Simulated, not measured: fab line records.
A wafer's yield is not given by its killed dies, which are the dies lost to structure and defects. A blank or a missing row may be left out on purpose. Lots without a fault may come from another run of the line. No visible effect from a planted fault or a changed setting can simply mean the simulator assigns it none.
What tool caused it? || flow nand-harc || 14 lots, 39 wafers sampled, at 6 steps of a route of 1302

== WHAT EACH GAUGE READ, for each wafer ==
NHARC_A_DECK1_JOINT_THK_MEAS_17: measures by ellipsometry.
{"lot": "L510", "measured": "day 11 23:32", "on": "film-metro-02", "thk-nm (nm)": "44.0 44.6 44.9"}
{"lot": "L511", "measured": "day 12 16:35", "on": "film-metro-02", "thk-nm (nm)": "45.7 43.5 44.6"}
{"lot": "L513", "measured": "day 13 13:41", "on": "film-metro-02", "thk-nm (nm)": "45.2 45.0 45.9"}
{"lot": "L512", "measured": "day 13 13:47", "on": "film-metro-02", "thk-nm (nm)": "46.1 44.8 45.6"}
{"lot": "L516", "measured": "day 14 11:36", "on": "film-metro-02", "thk-nm (nm)": "46.5 44.0 45.7"}
{"lot": "L515", "measured": "day 14 11:40", "on": "film-metro-01", "thk-nm (nm)": "43.7 47.5 45.8"}
{"lot": "L517", "measured": "day 15 10:19", "on": "film-metro-02", "thk-nm (nm)": "45.0 45.4 46.8"}
{"lot": "L519", "measured": "day 15 22:31", "on": "film-metro-01", "thk-nm (nm)": "44.2 46.0 46.1"}
{"lot": "L521", "measured": "day 16 17:29", "on": "film-metro-01", "thk-nm (nm)": "44.8 44.4 46.1"}
{"lot": "L524", "measured": "day 18 13:56", "on": "film-metro-01", "thk-nm (nm)": "45.9 46.0 44.7"}
{"lot": "L526", "measured": "day 19 03:37", "on": "film-metro-01", "thk-nm (nm)": "46.1 45.8"}
{"lot": "L528", "measured": "day 19 15:28", "on": "film-metro-01", "thk-nm (nm)": "46.2 45.1"}
{"lot": "L530", "measured": "day 20 18:59", "on": "film-metro-01", "thk-nm (nm)": "43.6 43.5"}
{"lot": "L533", "measured": "day 21 14:40", "on": "film-metro-01", "thk-nm (nm)": "42.7 47.6 44.6"}

NHARC_A_ONON_D2_THK_MEAS_05: measures by ellipsometry.
{"lot": "L510", "measured": "day 12 00:43", "on": "film-metro-01", "thk-nm (nm)": "991 990 991"}
{"lot": "L511", "measured": "day 12 17:46", "on": "film-metro-01", "thk-nm (nm)": "1004 1003 1003"}
{"lot": "L513", "measured": "day 13 14:52", "on": "film-metro-02", "thk-nm (nm)": "982 982 981"}
{"lot": "L512", "measured": "day 13 14:58", "on": "film-metro-01", "thk-nm (nm)": "1005 1005 1006"}
{"lot": "L516", "measured": "day 14 12:46", "on": "film-metro-01", "thk-nm (nm)": "992 991 992"}
{"lot": "L515", "measured": "day 14 12:51", "on": "film-metro-02", "thk-nm (nm)": "999 1000 1000"}
{"lot": "L517", "measured": "day 15 11:29", "on": "film-metro-01", "thk-nm (nm)": "997 997 1000"}
{"lot": "L519", "measured": "day 15 23:41", "on": "film-metro-02", "thk-nm (nm)": "1003 1004 1003"}
{"lot": "L521", "measured": "day 16 18:40", "on": "film-metro-01", "thk-nm (nm)": "1010 1009 1010"}
{"lot": "L524", "measured": "day 18 15:07", "on": "film-metro-02", "thk-nm (nm)": "1006 1005 1006"}
{"lot": "L526", "measured": "day 19 04:47", "on": "film-metro-02", "thk-nm (nm)": "995 994"}
{"lot": "L528", "measured": "day 19 16:38", "on": "film-metro-01", "thk-nm (nm)": "1003 1005"}
{"lot": "L530", "measured": "day 20 20:10", "on": "film-metro-01", "thk-nm (nm)": "996 997"}
{"lot": "L533", "measured": "day 21 15:50", "on": "film-metro-02", "thk-nm (nm)": "1010 1012 1013"}

NHARC_A_ONON_D2_THK_MEAS_18: measures by ellipsometry.
{"lot": "L510", "measured": "day 12 10:27", "on": "film-metro-02", "thk-nm (nm)": "984 986 985"}
{"lot": "L511", "measured": "day 13 03:56", "on": "film-metro-01", "thk-nm (nm)": "1005 1005 1005"}
{"lot": "L513", "measured": "day 14 00:22", "on": "film-metro-02", "thk-nm (nm)": "1003 1003 1003"}
{"lot": "L512", "measured": "day 14 00:41", "on": "film-metro-01", "thk-nm (nm)": "1008 1010 1008"}
{"lot": "L516", "measured": "day 14 22:13", "on": "film-metro-01", "thk-nm (nm)": "1010 1009 1011"}
{"lot": "L515", "measured": "day 14 22:13", "on": "film-metro-02", "thk-nm (nm)": "987 986 984"}
{"lot": "L517", "measured": "day 15 22:38", "on": "film-metro-01", "thk-nm (nm)": "996 995 994"}
{"lot": "L519", "measured": "day 16 09:22", "on": "film-metro-01", "thk-nm (nm)": "999 999 999"}
{"lot": "L521", "measured": "day 17 03:42", "on": "film-metro-01", "thk-nm (nm)": "997 994 995"}
{"lot": "L524", "measured": "day 19 00:40", "on": "film-metro-02", "thk-nm (nm)": "994 995 994"}
{"lot": "L526", "measured": "day 19 14:16", "on": "film-metro-02", "thk-nm (nm)": "905 1001"}
{"lot": "L528", "measured": "day 20 01:42", "on": "film-metro-02", "thk-nm (nm)": "913 1005"}
{"lot": "L530", "measured": "day 21 02:50", "on": "film-metro-02", "thk-nm (nm)": "897 989"}
{"lot": "L533", "measured": "day 22 01:28", "on": "film-metro-02", "thk-nm (nm)": "1000 1001 1000"}

NHARC_END_SORT_01.
{"lot": "L526", "measured": "day 31 04:21", "on": "prober-02", "killed-at-array": "675 74", "killed-at-other": "0 1", "killed-at-periphery": "2 1", "killed-dies": "677 76", "killed-open": "4 4", "killed-short": "4 0"}
{"lot": "L528", "measured": "day 31 12:07", "on": "prober-02", "killed-at-array": "675 27", "killed-at-other": "0 0", "killed-at-periphery": "2 4", "killed-dies": "677 31", "killed-open": "3 4", "killed-short": "5 2"}
{"lot": "L530", "measured": "day 32 06:59", "on": "prober-02", "killed-at-array": "669 32", "killed-at-other": "2 0", "killed-at-periphery": "6 8", "killed-dies": "677 40", "killed-open": "3 2", "killed-short": "3 0"}

== TOOL THAT RAN EACH LOT (tool first, then ch and the chambers of the sampled wafers, then the start) ==
{"lot": "L510", "NHARC_A_DECK1_JOINT_CMP_02": "cmp-02 ch 0,1,3, day 11 22:53", "NHARC_A_ONON_D2_DEP_16": "pecvd-onon-03 ch 0, day 12 09:56"}
{"lot": "L511", "NHARC_A_DECK1_JOINT_CMP_02": "cmp-02 ch 1,2, day 12 15:55", "NHARC_A_ONON_D2_DEP_16": "pecvd-onon-03 ch 0, day 13 03:25"}
{"lot": "L513", "NHARC_A_DECK1_JOINT_CMP_02": "cmp-04 ch 1,2, day 13 13:02", "NHARC_A_ONON_D2_DEP_16": "pecvd-onon-03 ch 0, day 14 00:02"}
{"lot": "L512", "NHARC_A_DECK1_JOINT_CMP_02": "cmp-02 ch 0,2,3, day 13 13:02", "NHARC_A_ONON_D2_DEP_16": "pecvd-onon-01 ch 0, day 14 00:11"}
{"lot": "L516", "NHARC_A_DECK1_JOINT_CMP_02": "cmp-01 ch 0,3, day 14 10:42", "NHARC_A_ONON_D2_DEP_16": "pecvd-onon-03 ch 0, day 14 21:46"}
{"lot": "L515", "NHARC_A_DECK1_JOINT_CMP_02": "cmp-04 ch 0,1,3, day 14 10:47", "NHARC_A_ONON_D2_DEP_16": "pecvd-onon-04 ch 0, day 14 21:43"}
{"lot": "L517", "NHARC_A_DECK1_JOINT_CMP_02": "cmp-04 ch 0,2,3, day 15 09:38", "NHARC_A_ONON_D2_DEP_16": "pecvd-onon-03 ch 0, day 15 22:11"}
{"lot": "L519", "NHARC_A_DECK1_JOINT_CMP_02": "cmp-04 ch 0,2,3, day 15 21:54", "NHARC_A_ONON_D2_DEP_16": "pecvd-onon-03 ch 0, day 16 08:58"}
{"lot": "L521", "NHARC_A_DECK1_JOINT_CMP_02": "cmp-02 ch 1,2,3, day 16 16:50", "NHARC_A_ONON_D2_DEP_16": "pecvd-onon-03 ch 0, day 17 03:11"}
{"lot": "L524", "NHARC_A_DECK1_JOINT_CMP_02": "cmp-01 ch 2,3, day 18 13:05", "NHARC_A_ONON_D2_DEP_16": "pecvd-onon-04 ch 0, day 19 00:09"}
{"lot": "L526", "NHARC_A_DECK1_JOINT_CMP_02": "cmp-01 ch 1,3, day 19 03:01", "NHARC_A_ONON_D2_DEP_16": "pecvd-onon-03 ch 0, day 19 13:55"}
{"lot": "L528", "NHARC_A_DECK1_JOINT_CMP_02": "cmp-02 ch 0,2, day 19 14:50", "NHARC_A_ONON_D2_DEP_16": "pecvd-onon-03 ch 0, day 20 01:22"}
{"lot": "L530", "NHARC_A_DECK1_JOINT_CMP_02": "cmp-04 ch 0,1, day 20 18:22", "NHARC_A_ONON_D2_DEP_16": "pecvd-onon-03 ch 0, day 21 02:30"}
{"lot": "L533", "NHARC_A_DECK1_JOINT_CMP_02": "cmp-02 ch 1,2, day 21 13:49", "NHARC_A_ONON_D2_DEP_16": "pecvd-onon-01 ch 0, day 22 01:01"}
- NHARC_A_DECK1_JOINT_CMP_02: polishes SiOx.
- NHARC_A_ONON_D2_DEP_16: target thk 1000 nm.

== AS READ BY THE TOOLS THEMSELVES (means over the sampled wafers that have a number; for cases with no such wafer, the mark the record gives instead) ==
NHARC_A_DECK1_JOINT_CMP_02.
{"lot": "L510", "tool": "cmp-02", "motor-current-A (A)": 12.7}
{"lot": "L511", "tool": "cmp-02", "motor-current-A (A)": 13.3}
{"lot": "L513", "tool": "cmp-04", "motor-current-A (A)": 10.5}
{"lot": "L512", "tool": "cmp-02", "motor-current-A (A)": 12.8}
{"lot": "L516", "tool": "cmp-01", "motor-current-A (A)": 11.7}
{"lot": "L515", "tool": "cmp-04", "motor-current-A (A)": 11.3}
{"lot": "L517", "tool": "cmp-04", "motor-current-A (A)": 10.6}
{"lot": "L519", "tool": "cmp-04", "motor-current-A (A)": 10.8}
{"lot": "L521", "tool": "cmp-02", "motor-current-A (A)": 13.0}
{"lot": "L524", "tool": "cmp-01", "motor-current-A (A)": 10.8}
{"lot": "L526", "tool": "cmp-01", "motor-current-A (A)": 11.9}
{"lot": "L528", "tool": "cmp-02", "motor-current-A (A)": 13.8}
{"lot": "L530", "tool": "cmp-04", "motor-current-A (A)": 12.5}
{"lot": "L533", "tool": "cmp-02", "motor-current-A (A)": 13.6}

NHARC_A_ONON_D2_DEP_16.
{"lot": "L510", "tool": "pecvd-onon-03", "susceptor-temp-C (C)": 400.23}
{"lot": "L511", "tool": "pecvd-onon-03", "susceptor-temp-C (C)": 400.06}
{"lot": "L513", "tool": "pecvd-onon-03", "susceptor-temp-C (C)": 399.94}
{"lot": "L512", "tool": "pecvd-onon-01", "susceptor-temp-C (C)": 399.82}
{"lot": "L516", "tool": "pecvd-onon-03", "susceptor-temp-C (C)": 399.86}
{"lot": "L515", "tool": "pecvd-onon-04", "susceptor-temp-C (C)": 400.12}
{"lot": "L517", "tool": "pecvd-onon-03", "susceptor-temp-C (C)": 399.84}
{"lot": "L519", "tool": "pecvd-onon-03", "susceptor-temp-C (C)": 399.91}
{"lot": "L521", "tool": "pecvd-onon-03", "susceptor-temp-C (C)": 400.20}
{"lot": "L524", "tool": "pecvd-onon-04", "susceptor-temp-C (C)": 400.08}
{"lot": "L526", "tool": "pecvd-onon-03", "susceptor-temp-C (C)": 400.38}
{"lot": "L528", "tool": "pecvd-onon-03", "susceptor-temp-C (C)": 399.90}
{"lot": "L530", "tool": "pecvd-onon-03", "susceptor-temp-C (C)": 399.94}
{"lot": "L533", "tool": "pecvd-onon-01", "susceptor-temp-C (C)": 400.03}

== THE ANSWER, worked out from the rows above alone ==
Rule: the lots themselves supply what counts as usual. Put in order of their means at a reading, lots are off if they are a third of the lots or fewer, leave a main group of 4 or more, and stand apart from it by a gap of 3 or more times the standard deviation of the main group's means; of several such gaps the widest counts. If all means in a main group match to the digits the tables above print for the reading, that group is not used. A lot without any number at a reading at which 4 lots or more have one is off too. Any other lot the step has rows for is counted as sound. First the gauges in route order, then the tools' own readings, where a lot's mean is used as printed above. The first step at which some lot is off is used, and at that step the reading that is off furthest; a lot without a number counts as furthest.
Off at NHARC_A_ONON_D2_THK_MEAS_18 (thk-nm): L526, L528, L530. Mean 998 nm and standard deviation 7.9 in the main group.
A tool fits if, at a process step before that reading, it ran every lot that is off, and no sound lot after the first of them. Those tools and the gauges at NHARC_A_ONON_D2_THK_MEAS_18 are tried in the same way. One fits: NHARC_A_ONON_D2_DEP_16 on pecvd-onon-03. A fault onset in the window from L521 (day 17 03:11, its last sound lot) to L526 (day 19 13:55, its first lot off) fits.

== WHAT THE SIMULATOR HAD INSERTED ==
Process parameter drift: pecvd-onon-03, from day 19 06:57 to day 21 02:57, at NHARC_A_ONON_D2_DEP_16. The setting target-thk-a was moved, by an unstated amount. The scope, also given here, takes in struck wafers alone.
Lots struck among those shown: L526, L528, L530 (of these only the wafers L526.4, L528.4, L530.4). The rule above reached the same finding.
